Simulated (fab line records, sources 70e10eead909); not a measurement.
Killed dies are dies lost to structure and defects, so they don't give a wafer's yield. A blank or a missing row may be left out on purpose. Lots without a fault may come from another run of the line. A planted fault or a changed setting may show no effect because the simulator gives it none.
A struck lot beside a sound one | flow nand_harc | 23 steps out of a route of 1159
Sound: wafers L923.3, L923.5, L923.6. Struck: wafers L934.1, L934.2, L934.5. The cause comes at the end.
At each step with rows: each side's tool, then ch and its chambers, then its first start. Under that, the readings that differ: sound wafers | struck wafers | difference of the means | sigmas: that difference in standard deviations of wafers without a fault.
alike: readings whose means differ by less than 2 such deviations, and words and numbers that are the same on both sides. not compared: withheld readings, readings that some wafer has no value for, bounds like >300 that may hide the same value, and numbers for which the record gives no deviation and whose values overlap.
The two part at a step that has a row with sigmas, a row that says differs or no value, or rows on one side only. Numbers that don't overlap but have no deviation are shown without sigmas and don't part them. A reading that every wafer of one side lacks parts them only if that side has two wafers or more.

first, 2 steps without rows for these wafers: NHARC_A_CHANNEL_HOLE_D1_ETCH_38 (etches the open film in CF4, target depth 39 nm, time 65 s); NHARC_A_CHANNEL_HOLE_D1_ETCH_39 (etches the open film in N2/H2, target depth 260 nm, time 325 s).
NHARC_A_CHANNEL_HOLE_D1_ETCH_34: etches the open film in CF4/CHF3, target depth 154 nm, time 77 s.
  sound on rie_diel-03 ch 0,1,2; struck on rie_diel-12 ch 0,1,3
  reading               | sound             | struck            | difference | sigmas
  oes_product_au (a.u.) | 0.993 0.991 0.960 | 0.931 0.914 0.927 | -0.057     | -3
  alike: bias_w, cf4_flow_sccm, drypump_motor_current_A, rf_vpp_V, showerhead_plenum_p_Torr, throttle_valve_pct
  not compared: rf_hours_counter_h
then, 1 step without rows for these wafers: NHARC_A_CHANNEL_HOLE_D1_ETCH_16 (etches the open film in O2/COS, target depth 3100 nm, time 806 s).
NHARC_A_CHANNEL_HOLE_D1_CD_MEAS_18:
  sound on cd_sem-02, day 10 13:28; struck on cd_sem-02, day 13 04:47
  alike: cd_nm
then, 3 steps without rows for these wafers: NHARC_A_CHANNEL_HOLE_D1_ETCH_19 (etches the open film in C4F8/O2/Ar, time 34.5 s); NHARC_A_CHANNEL_HOLE_D1_ETCH_20 (etches the open film in C4F8/O2/Ar, time 361.9 s, target depth 1600 nm); NHARC_A_CHANNEL_HOLE_D1_ETCH_21 (etches the open film in C4F8/O2/Ar, time 514.3 s, target depth 1600 nm).
NHARC_A_CHANNEL_HOLE_D1_ETCH_22: etches the open film in C4F8/O2/Ar, time 666.7 s, target depth 1600 nm.
  sound on har_etch-01 ch 0,1, day 10 14:41; struck on har_etch-01 ch 0,1, day 13 05:43
  alike: c4f8_flow_sccm, chamber_pressure_mTorr, drypump_motor_current_A, showerhead_plenum_p_Torr, throttle_valve_pct
  not compared: rf_hours_counter_h
NHARC_A_CHANNEL_HOLE_D1_ETCH_23: etches the open film in C4F8/O2/Ar, time 819 s, target depth 1600 nm.
  sound on har_etch-01 ch 0,1, day 10 15:19; struck on har_etch-01 ch 0,1, day 13 06:17
  alike: c4f8_flow_sccm, chamber_pressure_mTorr, drypump_motor_current_A, showerhead_plenum_p_Torr, throttle_valve_pct
  not compared: rf_hours_counter_h
NHARC_A_CHANNEL_HOLE_D1_ETCH_24: etches the open film in C4F8/O2/Ar, time 906.2 s, target depth 1500 nm.
  sound on har_etch-01 ch 0,1, day 10 16:02; struck on har_etch-01 ch 0,1, day 13 06:59
  alike: c4f8_flow_sccm, chamber_pressure_mTorr, drypump_motor_current_A, showerhead_plenum_p_Torr, throttle_valve_pct
  not compared: rf_hours_counter_h
then, 1 step without rows for these wafers: NHARC_A_CHANNEL_HOLE_D1_ETCH_25 (etches the open film in C4F8/O2/Ar, time 1040.2 s, target depth 1500 nm).
NHARC_A_CHANNEL_HOLE_D1_ETCH_26: etches the open film in C4F8/O2/Ar, time 224.1 s, target depth 300 nm.
  sound on har_etch-01 ch 0,1, day 10 17:25; struck on har_etch-01 ch 0,1, day 13 08:37
  no value came back on the struck wafers for any of 5 readings (bias_v (V), c4f8_flow_sccm (sccm) and others); on the sound wafers bias_v (V) reads 301 302 300
  not compared: rf_hours_counter_h
then, 4 steps without rows for these wafers: NHARC_A_CHANNEL_HOLE_D1_ETCH_33 (etches the open film in C4F8/O2/Ar, time 90 s, target depth 400 nm); NHARC_A_CHANNEL_HOLE_D1_STRIP_41 (strips in N2/H2); NHARC_A_CHANNEL_HOLE_D1_STRIP_42 (strips in CF4/CHF3); NHARC_A_CHANNEL_HOLE_D1_STRIP_43 (strips in O2/COS).
NHARC_A_CHANNEL_HOLE_D1_ETCH_44: etches the open film in CF4/O2, target depth 140 nm, overetch 14 nm, time 77 s.
  sound on rie_diel-06 ch 0,2, day 10 18:17; struck on rie_diel-12 ch 0,2, day 13 09:36
  alike: bias_w, cf4_flow_sccm, drypump_motor_current_A, oes_product_au, rf_vpp_V, showerhead_plenum_p_Torr, throttle_valve_pct
  not compared: rf_hours_counter_h
then, 3 steps without rows for these wafers: NHARC_A_CHANNEL_HOLE_D1_STRIP_27 (strips in O2); NHARC_A_CHANNEL_HOLE_D1_PRECLEAN_28 (cleans in SC1); NHARC_A_CHANNEL_HOLE_D1_SRD_29.
NHARC_A_CHANNEL_HOLE_D1_CD_MEAS_30:
  sound on cd_sem-03, day 10 19:14; struck on cd_sem-01, day 13 10:31
  alike: cd_nm
NHARC_A_CHANNEL_HOLE_D1_XSEM_31:
  sound on xsem-02 ch 0, day 10 19:20; struck on xsem-02 ch 0
  reading     | sound          | struck | difference                    | sigmas
  bow_nm (nm) | 8.47 8.50 8.50 | - - -  | no value on the struck wafers |
  alike: bot_cd_nm, tilt_deg

WHERE THEY PART
First at NHARC_A_CHANNEL_HOLE_D1_ETCH_34; last, within this record, at NHARC_A_CHANNEL_HOLE_D1_XSEM_31.

WHY: what the simulator had put in
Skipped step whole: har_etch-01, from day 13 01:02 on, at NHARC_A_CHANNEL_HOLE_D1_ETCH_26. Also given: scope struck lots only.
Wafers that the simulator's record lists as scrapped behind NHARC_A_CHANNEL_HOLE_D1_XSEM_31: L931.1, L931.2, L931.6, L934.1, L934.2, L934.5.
